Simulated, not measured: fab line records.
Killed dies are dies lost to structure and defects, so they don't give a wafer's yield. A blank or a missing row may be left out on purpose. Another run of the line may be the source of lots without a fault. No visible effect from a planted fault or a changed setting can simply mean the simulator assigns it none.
fab line records	flow n5_finfet
record lots=6	wafers=18	last_day=19
route steps=1938 shown BEOL_M2@875 BEOL_M4@1111
lots that met no fault: taken from a fault-free run of the same line
start_h: hours from the record's opening day to when the first of the lot's shown wafers began	wait_h: how many hours have passed since the lot's step before this one	" identical to the entry in the row above	L1.1+2: a row that stands for several wafers	- no value, or no start was given	* or withheld: withheld	< > ~ a bound
route shown NAME@n: a module of which the file shows steps, and the number in the route of the first	usual: mean/standard deviation of fault-free wafers	same: alike in all rows	chamber/n: place in a boat	sites: each site's reading	_std_site: their standard deviation	_edge_site: outer sites' mean less inner sites'	radius_mm: for every site, how far away it sits from the centre of the wafer	mask NAME#n: copy n	behind: tool/chamber where the wafer was last shaped	hold: what put the lot on hold/how long, in hours/how the hold closed	device: whichever transistor did not switch (one of n, p or np)	end of line: at the end of the route, the tests of the same wafers	a step with no rows: only its recipe	killed: at the first sort, the dies lost to defects and structure; wafer yield is something else	map: a wafer's dies, x killed, . not, _ none there
set.NAME: the setting that was run; set.NAME@STEP: the one run at that earlier step	model.NAME: the simulator's own value behind a step, which no gauge read
lots seen at some steps along the route; tables by step, rows by wafer
services: the hour from which a tool's chamber was out of use, counted from the record's first day as start_h (under 0 if before that day), plus the number of hours and why
## steps
# step N5_BEOL_M2_DEVELOP_27
# recipe develop_time_s=30	developer=TMAH	resist=CAR-EUV	rinse_liquid=surfactant_rinse	dry=air_spin	dev_temp_c=23
# step N5_BEOL_M2_CD_MEAS_28
# recipe target_cd_nm=26.2	landing_energy_ev=500	detector=se_inlens	target_cd_y_nm=24.1	polarity=opening
# usual cd_nm=26.23/0.24
# same landing_energy_ev=500
lot.wafer	tool	chamber	start_h	wait_h	cd_nm
L722.2	cd_sem-02	0	136.38	-	26.32
L722.3	"	0	"	"	25.99
L722.4	"	0	"	"	26.39
L730.1	cd_sem-02	0	189.04	-	26.11
L730.4	"	0	"	"	26.15
L730.5	"	0	"	"	26.24
L737.1	cd_sem-02	0	240.66	-	26.31
L737.4	"	0	"	"	26.24
L737.5	"	0	"	"	26.66
L739.1	cd_sem-01	0	243.37	-	26.16
L739.5	"	0	"	"	26.50
L739.6	"	0	"	"	26.19
L740.1	cd_sem-01	0	252.89	-	26.36
L740.3	"	0	"	"	26.26
L740.5	"	0	"	"	26.15
L745.1	cd_sem-01	0	285.94	-	26.66
L745.2	"	0	"	"	26.00
L745.6	"	0	"	"	26.31
# step N5_BEOL_M2_OVL_MEAS_29
# recipe points_per_wafer=522
# usual V1_OVL=0.2/0.71
lot.wafer	tool	chamber	start_h	wait_h	V1_OVL[nm]
L722.2	overlay-01	0	136.41	0.0	1.0
L722.3	"	0	"	"	2.2
L722.4	"	0	"	"	1.3
L730.1	overlay-02	0	189.07	0.0	0.2
L730.4	"	0	"	"	-0.8
L730.5	"	0	"	"	1.1
L737.1	overlay-02	0	240.69	0.0	0.5
L737.4	"	0	"	"	-0.3
L737.5	"	0	"	"	0.2
L739.1	overlay-02	0	243.40	0.0	0.0
L739.5	"	0	"	"	0.7
L739.6	"	0	"	"	0.9
L740.1	overlay-02	0	252.92	0.0	0.1
L740.3	"	0	"	"	0.3
L740.5	"	0	"	"	0.7
L745.1	overlay-02	0	285.97	0.0	0.9
L745.2	"	0	"	"	0.3
L745.6	"	0	"	"	1.4
# step N5_BEOL_M2_INSPECT_30
# recipe mode=adi	inspect_instrument=brightfield
# usual raw_defect_count=441/100
lot.wafer	tool	chamber	start_h	wait_h	raw_defect_count
L722.2	defect_inspect-02	-	136.47	0.0	258
L722.3	"	-	"	"	371
L722.4	"	-	"	"	294
L730.1	defect_inspect-01	-	189.13	0.1	578
L730.4	"	-	"	"	542
L730.5	"	-	"	"	528
L737.1	defect_inspect-01	-	240.75	0.1	483
L737.4	"	-	"	"	450
L737.5	"	-	"	"	443
L739.1	defect_inspect-01	-	243.46	0.1	417
L739.5	"	-	"	"	452
L739.6	"	-	"	"	419
L740.1	defect_inspect-02	-	252.97	0.1	328
L740.3	"	-	"	"	291
L740.5	"	-	"	"	307
L745.1	defect_inspect-01	-	286.03	0.1	356
L745.2	"	-	"	"	560
L745.6	"	-	"	"	398
# step N5_BEOL_M2_DESCUM_33
# recipe chemistry=O2	time_s=7	source_power_w=50	bias_power_w=20	pressure_mtorr=20	rf_frequency_hz=2.712e+07	temp_c=40	resist=CAR-EUV	o2_flow_sccm=225
# usual chamber_pressure_mTorr=20.002/0.018	drypump_motor_current_A=5.5/0.52	oes_product_au=0.80/0.095	rf_vpp_V=243.3/1.2	showerhead_plenum_p_Torr=2.10/0.061	throttle_valve_pct=20.4/0.32
# same time_s=7
lot.wafer	tool	chamber	start_h	wait_h	chamber_pressure_mTorr	drypump_motor_current_A	oes_product_au	rf_hours_counter_h	rf_vpp_V	showerhead_plenum_p_Torr	throttle_valve_pct
L722.2	rie_diel-02	3	136.50	0.0	20.004	5.3	0.68	235	244.5	2.17	20.8
L722.3	"	2	"	"	20.021	5.1	0.70	179	244.6	2.18	20.6
L722.4	"	0	"	"	20.016	6.2	0.71	204	243.6	2.18	21.0
L730.1	rie_diel-05	0	189.18	0.1	20.007	6.3	0.80	121	242.3	1.98	20.1
L730.4	"	3	"	"	20.008	5.6	0.70	238	244.8	2.17	20.6
L730.5	"	1	"	"	20.022	4.9	0.71	-	243.5	2.08	20.2
L737.1	rie_diel-06	2	240.79	0.0	19.996	5.4	0.93	23	243.1	2.15	20.5
L737.4	"	0	"	"	19.996	5.3	0.73	-	244.4	2.13	20.5
L737.5	"	3	"	"	19.988	4.8	0.87	-	240.9	2.04	20.0
L739.1	rie_diel-02	0	243.49	0.0	20.044	6.2	0.67	242	243.8	2.17	21.0
L739.5	"	2	"	"	20.004	5.1	0.68	-	245.3	2.16	20.6
L739.6	"	1	"	"	20.010	5.7	0.75	-	241.1	2.11	20.8
L740.1	rie_diel-06	2	253.01	0.0	20.016	5.4	0.92	29	244.3	2.14	20.5
L740.3	"	3	"	"	20.014	4.8	0.86	59	241.9	2.04	20.0
L740.5	"	1	"	"	20.011	6.5	0.81	-	244.7	2.11	20.0
L745.1	rie_diel-06	0	286.64	0.6	20.022	5.3	0.72	213	243.9	2.13	20.5
L745.2	"	3	"	"	20.002	4.8	0.85	73	243.4	2.04	20.0
L745.6	"	0	"	"	19.958	5.3	0.72	-	244.3	2.13	20.5
# step N5_BEOL_M2_ETCH_77
# recipe chemistry=N2/H2	target=underlayer	target_depth_a=65	mask_material=CAR-EUV	time_s=5.2	ion_energy_ev=200	pressure_mtorr=30	source_w=840	bias_w=150	n2_flow_sccm=200	h2_flow_sccm=200	ends=cleared
# usual chamber_pressure_mTorr=30.00/0.043	drypump_motor_current_A=5.6/0.53	etch_rf_on_time_s=5.29/0.18	oes_product_au=0.67/0.078	rf_fwd_power_W=819.1/2.3	rf_vpp_V=524.2/2.2	showerhead_plenum_p_Torr=2.55/0.071	throttle_valve_pct=17.8/0.33
lot.wafer	tool	chamber	start_h	wait_h	chamber_pressure_mTorr	drypump_motor_current_A	etch_rf_on_time_s	oes_product_au	rf_fwd_power_W	rf_hours_counter_h	rf_vpp_V	showerhead_plenum_p_Torr	throttle_valve_pct
L722.2	rie_diel-02	3	136.53	0.0	30.02	5.3	5.31	0.58	818.4	235	527.8	2.60	18.1
L722.3	"	2	"	"	29.96	5.1	5.09	0.62	822.6	179	526.4	2.67	18.3
L722.4	"	0	"	"	30.09	6.2	5.39	0.60	822.2	204	526.0	2.63	18.2
L730.1	rie_diel-05	0	189.22	0.0	29.94	6.3	5.27	0.66	822.2	121	522.0	2.42	17.5
L730.4	"	3	"	"	30.06	5.6	5.22	0.59	821.0	238	526.0	2.60	17.8
L730.5	"	1	"	"	30.05	4.9	5.69	0.57	819.6	-	524.9	2.53	17.7
L737.1	rie_diel-06	2	240.82	0.0	29.95	5.4	5.04	0.78	819.7	23	525.5	2.58	17.6
L737.4	"	0	"	"	30.07	5.3	5.36	0.61	818.5	-	525.0	2.62	18.0
L737.5	"	3	"	"	29.91	4.8	5.37	0.72	821.2	-	521.9	2.48	17.4
L739.1	rie_diel-02	0	243.53	0.0	29.98	6.1	5.48	0.58	820.3	242	525.1	2.61	18.3
L739.5	"	2	"	"	29.96	5.1	5.18	0.58	817.8	-	526.3	2.65	18.4
L739.6	"	1	"	"	30.07	5.8	5.26	0.64	820.7	-	523.3	2.55	18.3
L740.1	rie_diel-06	2	253.04	0.0	30.02	5.5	5.02	0.78	819.3	29	523.9	2.58	17.6
L740.3	"	3	"	"	29.97	4.8	5.38	0.71	820.7	59	523.1	2.48	17.4
L740.5	"	1	"	"	30.05	6.5	5.19	0.68	820.2	-	523.0	2.58	17.6
L745.1	rie_diel-06	0	286.68	0.0	29.99	5.3	5.46	0.60	819.1	213	527.1	2.61	18.1
L745.2	"	3	"	"	30.09	4.8	5.46	0.69	816.2	73	519.5	2.47	17.4
L745.6	"	0	"	"	29.98	5.3	5.51	0.60	821.9	-	527.9	2.61	18.1
# step N5_BEOL_M2_ETCH_69
# recipe chemistry=CF4	target=SiARC	target_depth_a=156	mask_material=CAR-EUV	time_s=26	ion_energy_ev=80	pressure_mtorr=40	source_w=545	bias_w=36	Ar_flow_sccm=100	cf4_flow_sccm=100	ends=cleared
# usual chamber_pressure_mTorr=40.00/0.034	drypump_motor_current_A=5.5/0.52	etch_rf_on_time_s=26.3/0.89	oes_product_au=0.67/0.079	rf_fwd_power_W=533.4/2.4	rf_vpp_V=184.1/1	showerhead_plenum_p_Torr=2.15/0.047	throttle_valve_pct=15.56/0.28
lot.wafer	tool	chamber	start_h	wait_h	chamber_pressure_mTorr	drypump_motor_current_A	etch_rf_on_time_s	oes_product_au	rf_fwd_power_W	rf_hours_counter_h	rf_vpp_V	showerhead_plenum_p_Torr	throttle_valve_pct
L722.2	rie_diel-02	3	136.55	0.0	39.98	5.3	26.5	0.59	535.5	235	185.9	2.21	16.08
L722.3	"	2	"	"	40.04	5.1	25.6	0.62	532.5	179	184.6	2.21	15.69
L722.4	"	0	"	"	39.98	6.1	26.9	0.60	535.0	204	185.2	2.20	15.96
L730.1	rie_diel-05	0	189.24	0.0	40.02	6.3	25.7	0.67	532.1	121	182.9	2.07	15.55
L730.4	"	3	"	"	39.96	5.6	25.8	0.60	530.4	238	185.1	2.20	15.72
L730.5	"	1	"	"	40.02	4.9	28.4	0.58	533.9	-	184.7	2.14	15.50
L737.1	rie_diel-06	2	240.84	0.0	40.01	5.4	25.4	0.79	532.0	23	184.4	2.16	15.36
L737.4	"	0	"	"	40.06	5.3	26.9	0.62	537.0	-	185.4	2.21	15.86
L737.5	"	3	"	"	40.00	4.8	27.0	0.72	533.7	-	182.0	2.09	15.13
L739.1	rie_diel-02	0	243.55	0.0	39.94	6.1	27.3	0.57	536.4	242	185.8	2.19	16.04
L739.5	"	2	"	"	40.06	5.1	25.2	0.60	534.3	-	184.1	2.20	15.77
L739.6	"	1	"	"	40.05	5.8	26.1	0.64	536.1	-	183.2	2.13	15.82
L740.1	rie_diel-06	2	253.06	0.0	39.98	5.4	25.4	0.77	536.3	29	186.0	2.15	15.37
L740.3	"	3	"	"	39.96	4.8	27.0	0.71	531.1	59	184.7	2.09	15.13
L740.5	"	1	"	"	40.04	6.5	26.0	0.68	531.6	-	184.8	2.14	15.08
L745.1	rie_diel-06	0	286.69	0.0	39.98	5.3	27.2	0.60	538.6	213	184.3	2.20	15.91
L745.2	"	3	"	"	40.06	4.8	26.8	0.70	534.5	73	182.3	2.08	15.16
L745.6	"	0	"	"	40.05	5.3	27.2	0.61	538.0	-	184.1	2.20	15.91
# step N5_BEOL_M2_ALD_98
# recipe material=SiO2	target_thk_a=25	temp_c=100	ald_precursor_family=BDEAS	ald_co_reactant=O2-plasma	pulse_time_s=1	co_reactant_pulse_time_s=1	purge_time_s=2	co_reactant_purge_time_s=2	ald_cycles=17	pressure_torr=2
# usual heater_power_w=73/6.7	precursor_pulse_height_rel=0.997/0.018
lot.wafer	tool	chamber	start_h	wait_h	heater_power_w	precursor_pulse_height_rel
L722.2	ald_sin-02	1	136.99	0.4	76	0.998
L722.3	"	3	"	"	86	0.979
L722.4	"	2	"	"	79	1.025
L730.1	ald_sin-04	2	190.82	1.6	73	1.010
L730.4	"	1	"	"	77	1.013
L730.5	"	1	"	"	77	0.997
L737.1	ald_sin-04	0	240.96	0.1	66	1.003
L737.4	"	2	"	"	72	1.000
L737.5	"	0	"	"	63	0.992
L739.1	ald_sin-01	1	243.65	0.1	74	1.033
L739.5	"	3	"	"	77	0.979
L739.6	"	2	"	"	77	1.016
L740.1	ald_sin-04	0	253.40	0.3	65	1.002
L740.3	"	1	"	"	80	0.980
L740.5	"	1	"	"	77	0.976
L745.1	ald_sin-01	2	286.77	0.1	78	1.032
L745.2	"	3	"	"	76	1.015
L745.6	"	1	"	"	74	1.016
# step N5_BEOL_M2_ETCHBACK_99
# recipe chemistry=CHF3	target=SiO2	target_depth_a=50	time_s=10.4	source_w=215	bias_w=47	Ar_flow_sccm=200	CHF3_flow_sccm=12	ion_energy_ev=100	pressure_mtorr=30
# step N5_BEOL_M2_ETCH_70
# recipe chemistry=N2/H2	target=SOC	target_depth_a=800	overetch_a=240	mask_material=SiARC	temp_c=40	time_s=130	ion_energy_ev=200	pressure_mtorr=30	source_w=840	bias_w=150	n2_flow_sccm=200	h2_flow_sccm=200
# usual chamber_pressure_mTorr=30.00/0.032	drypump_motor_current_A=5.6/0.5	oes_product_au=0.57/0.063	rf_fwd_power_W=836.4/2.6	rf_vpp_V=524.6/1.8	showerhead_plenum_p_Torr=2.58/0.06	throttle_valve_pct=17.9/0.33
# same time_s=130
lot.wafer	tool	chamber	start_h	wait_h	chamber_pressure_mTorr	drypump_motor_current_A	oes_product_au	rf_fwd_power_W	rf_hours_counter_h	rf_vpp_V	showerhead_plenum_p_Torr	throttle_valve_pct
L722.2	rie_diel-06	0	144.19	0.0	29.97	5.3	0.56	841.0	165	526.2	2.63	17.9
L722.3	"	1	"	"	29.96	6.5	0.62	840.9	63	525.1	2.60	17.5
L722.4	"	2	"	"	30.01	5.5	0.50	835.7	250	525.6	2.59	17.8
L730.1	rie_diel-02	0	196.66	0.0	29.97	6.2	0.52	838.5	227	527.4	2.62	18.2
L730.4	"	3	"	"	29.96	5.3	0.71	835.1	0	524.3	2.60	17.8
L730.5	"	1	"	"	29.97	5.7	0.56	833.6	-	524.5	2.56	18.2
L737.1	rie_diel-02	2	246.97	0.0	30.02	5.1	0.51	833.6	219	525.7	2.65	18.3
L737.4	"	1	"	"	30.05	5.8	0.55	833.6	159	523.2	2.55	18.3
L737.5	"	0	"	"	30.03	6.2	0.50	838.9	-	526.6	2.61	18.2
L739.1	rie_diel-02	0	250.44	0.0	29.99	6.2	0.51	835.4	245	524.7	2.61	18.2
L739.5	"	0	"	"	30.01	6.2	0.50	838.3	-	524.5	2.61	18.2
L739.6	"	3	"	"	30.05	5.3	0.65	837.7	-	524.7	2.59	17.8
L740.1	rie_diel-06	1	257.95	0.0	29.99	6.5	0.58	836.0	101	523.7	2.58	17.6
L740.3	"	0	"	"	30.02	5.3	0.54	838.9	202	526.1	2.62	18.0
L740.5	"	0	"	"	29.98	5.3	0.53	836.9	-	526.8	2.62	18.0
L745.1	rie_diel-05	0	288.96	0.0	29.94	6.3	0.56	833.5	163	522.0	2.40	17.6
L745.2	"	1	"	"	29.98	4.9	0.50	838.2	227	522.7	2.52	17.7
L745.6	"	1	"	"	30.01	4.9	0.51	837.7	-	521.5	2.52	17.7
# step N5_BEOL_M2_STRIP_71
# recipe chemistry=N2/H2	temp_c=40	n2_flow_sccm=200	h2_flow_sccm=200	rf_frequency_hz=6e+07
# step N5_BEOL_M2_STRIP_78
# recipe chemistry=N2/H2	temp_c=40	n2_flow_sccm=200	h2_flow_sccm=200	rf_frequency_hz=6e+07
# step N5_BEOL_M2_VIA_ETCH_34
# recipe chemistry=C4F6/O2	target_depth_a=694	mask_material=SOC	pressure_mtorr=15	ion_energy_ev=250	taper_deg=4	time_s=65.9	source_w=350	bias_w=170	Ar_flow_sccm=300	C4F6_flow_sccm=10	O2_flow_sccm=10
# usual chamber_pressure_mTorr=15.000/0.013	drypump_motor_current_A=5.6/0.5	oes_o_777_au=0.78/0.096	oes_product_au=0.77/0.09	rf_fwd_power_W=347.6/1.2	rf_vpp_V=658/17	showerhead_plenum_p_Torr=2.87/0.058	throttle_valve_pct=30.8/0.32
# same time_s=65.9
lot.wafer	tool	chamber	start_h	wait_h	chamber_pressure_mTorr	drypump_motor_current_A	oes_o_777_au	oes_product_au	rf_fwd_power_W	rf_hours_counter_h	rf_vpp_V	showerhead_plenum_p_Torr	throttle_valve_pct	model.etch.depth_nm	model.SOC_of_BEOL_M2_COAT_67.thk_nm
L722.2	rie_diel-06	0	144.29	0.0	14.998	5.3	0.73	0.75	346.8	165	643	2.96	31.0	67.63	52.4
L722.3	"	1	"	"	15.013	6.4	0.85	0.85	347.8	63	665	2.88	30.3	70.33	51.8
L722.4	"	2	"	"	15.031	5.4	0.71	0.68	346.1	250	673	2.87	30.3	67.22	52
L730.1	rie_diel-02	0	196.76	0.0	14.990	6.2	0.69	0.68	348.5	227	684	2.92	31.2	66.74	52.4
L730.4	"	3	"	"	15.004	5.3	1.04	0.97	346.0	0	633	2.89	31.1	68.56	52.2
L730.5	"	1	"	"	15.005	5.8	0.77	0.76	348.4	-	664	2.86	31.1	68.65	52.2
L737.1	rie_diel-02	2	247.07	0.0	14.993	5.1	0.53	0.64	263.9	219	751	2.93	31.0	61.7	52.6
L737.4	"	1	"	"	14.993	5.8	0.56	0.70	263.7	159	761	2.85	31.1	61.83	52.6
L737.5	"	0	"	"	14.988	6.2	0.50	0.63	263.1	-	781	2.92	31.2	59.71	52.8
L739.1	rie_diel-02	0	250.55	0.0	14.990	6.2	0.50	0.63	266.7	245	782	2.92	31.1	60.3	52.8
L739.5	"	0	"	"	14.994	6.2	0.50	0.64	262.8	-	782	2.92	31.2	60.43	52.8
L739.6	"	3	"	"	15.016	5.3	0.70	0.84	261.3	-	726	2.89	31.1	61.88	52.6
L740.1	rie_diel-06	1	258.06	0.0	14.998	6.5	0.81	0.79	346.8	101	664	2.86	30.4	69.47	52
L740.3	"	0	"	"	14.968	5.3	0.70	0.72	349.6	202	642	2.94	31.0	67.72	52.4
L740.5	"	0	"	"	14.992	5.3	0.70	0.72	348.4	-	642	2.94	31.0	67.85	52.4
L745.1	rie_diel-05	0	289.06	0.0	15.004	6.3	0.74	0.75	346.1	163	639	2.74	30.7	69.43	52.4
L745.2	"	1	"	"	15.001	4.9	0.62	0.67	349.1	227	651	2.85	30.7	66.42	52.8
L745.6	"	1	"	"	14.986	4.9	0.62	0.66	348.7	-	653	2.85	30.7	66.23	52.8
# step N5_BEOL_M2_STRIP_83
# recipe chemistry=C4F6/O2	resist=SiARC	rf_frequency_hz=6e+07
# step N5_BEOL_M4_RC_MEAS_101
# usual DIBL_N=36.5/2.2	DIBL_P=36.9/2.9	IOFF_N=0.17/0.044	IOFF_P=0.22/0.052	ION_N=671/16	ION_P=461/10	SS_N=71.6/0.73	SS_P=73.5/0.79	VT_N=250/4.1	VT_P=-250/4.1
lot.wafer	tool	chamber	start_h	wait_h	DIBL_N[mV/V]	DIBL_P[mV/V]	IOFF_N[nA/um]	IOFF_P[nA/um]	ION_N[uA/um]	ION_P[uA/um]	SS_N[mV/dec]	SS_P[mV/dec]	VT_N[mV]	VT_P[mV]
L722.2	prober-01	0	178.79	0.2	33.2	33.3	0.11	0.14	671	456	70.3	72.2	254	-258
L722.3	"	0	"	"	31.7	33.4	0.09	0.14	645	451	69.8	72.1	259	-257
L722.4	"	0	"	"	34.6	33.1	0.12	0.13	650	444	71.3	72.3	257	-260
L730.1	prober-01	0	242.65	0.0	32.0	31.8	0.10	0.14	651	451	70.6	72.5	255	-256
L730.4	"	0	"	"	35.1	36.3	0.14	0.19	669	458	71.9	73.4	251	-255
L730.5	"	0	"	"	35.2	36.5	0.14	0.21	673	462	71.9	72.9	251	-249
L739.1	prober-02	0	290.62	0.0	34.7	34.4	0.14	0.19	666	459	71.3	72.9	250	-249
L739.5	"	0	"	"	36.5	38.7	0.17	0.25	680	472	70.9	74.2	247	-245
L739.6	"	0	"	"	34.5	36.3	0.13	0.22	645	454	70.6	73.6	253	-249
L737.1	prober-01	0	291.19	0.3	37.5	39.0	0.21	0.25	686	475	72.1	73.5	248	-248
L737.4	"	0	"	"	37.5	38.9	0.18	0.24	670	459	72.2	73.6	249	-251
L737.5	"	0	"	"	35.6	36.9	0.16	0.21	665	455	71.7	73.2	249	-250
L740.1	prober-01	0	297.06	0.0	37.6	37.8	0.17	0.20	676	458	72.3	73.3	249	-253
L740.3	"	0	"	"	37.8	39.2	0.18	0.23	687	466	72.4	73.8	248	-250
L740.5	"	0	"	"	37.9	39.6	0.18	0.24	679	473	71.4	74.0	246	-248
L745.1	prober-01	0	340.34	0.0	39.0	41.7	0.23	0.29	690	480	73.1	74.8	244	-245
L745.2	"	0	"	"	36.1	36.9	0.15	0.20	665	458	72.1	73.8	252	-250
L745.6	"	0	"	"	36.4	37.6	0.15	0.21	662	450	71.4	73.3	248	-250
## services
tool	chamber	start_h	hours	kind
ald_sin-01	-	112.61	0.8	repair
rie_diel-05	1	121.32	1.8	repair
ald_sin-04	3	123.68	6.9	repair
rie_diel-06	2	144.60	-	clean
rie_diel-06	2	144.60	-	consumable_replace:focus_ring
rie_diel-06	2	144.60	14.3	scheduled_down
rie_diel-06	2	144.60	14.3	vent_cycle
rie_diel-06	1	173.12	2.4	repair
rie_diel-06	0	174.16	8.3	repair
ald_sin-01	-	177.04	14.0	pm
rie_diel-02	3	177.94	-	clean
rie_diel-02	3	177.94	-	consumable_replace:focus_ring
rie_diel-02	3	177.94	17.6	scheduled_down
rie_diel-02	3	177.94	17.6	vent_cycle
ald_sin-02	-	191.13	14.6	pm
ald_sin-02	0	210.93	13.8	repair
rie_diel-05	3	211.18	8.2	repair
rie_diel-05	1	231.51	7.3	repair
ald_sin-04	-	268.38	14.0	pm
rie_diel-02	0	271.52	9.9	repair
rie_diel-02	0	281.47	-	clean
rie_diel-02	0	281.47	-	consumable_replace:focus_ring
rie_diel-02	0	281.47	15.5	scheduled_down
rie_diel-02	3	287.60	16.7	repair
## key
first_sign step=N5_BEOL_M2_VIA_ETCH_34	reading=rf_fwd_power_W	direction=down	sigmas=69	usual=*	struck=*
effect step=N5_BEOL_M2_VIA_ETCH_34	reading=rf_vpp_V	direction=up	sigmas=6.1	usual=658	struck=764
model_effect step=N5_BEOL_M2_VIA_ETCH_34	value=etch.depth_nm	without=67.8	struck=60.98
met_at N5_BEOL_M2_VIA_ETCH_34
struck_wafers L737.1,L737.4,L737.5,L739.1,L739.5,L739.6
onset_between 196.76 247.07
fault kind=process_parameter_drift	tool=rie_diel-02	chamber=-	onset_h=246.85	steps=N5_BEOL_M2_VIA_ETCH_34	channel=source_w	offset=-84	shape=step	end_h=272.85	acts_in=these_recipes_only	stated=350
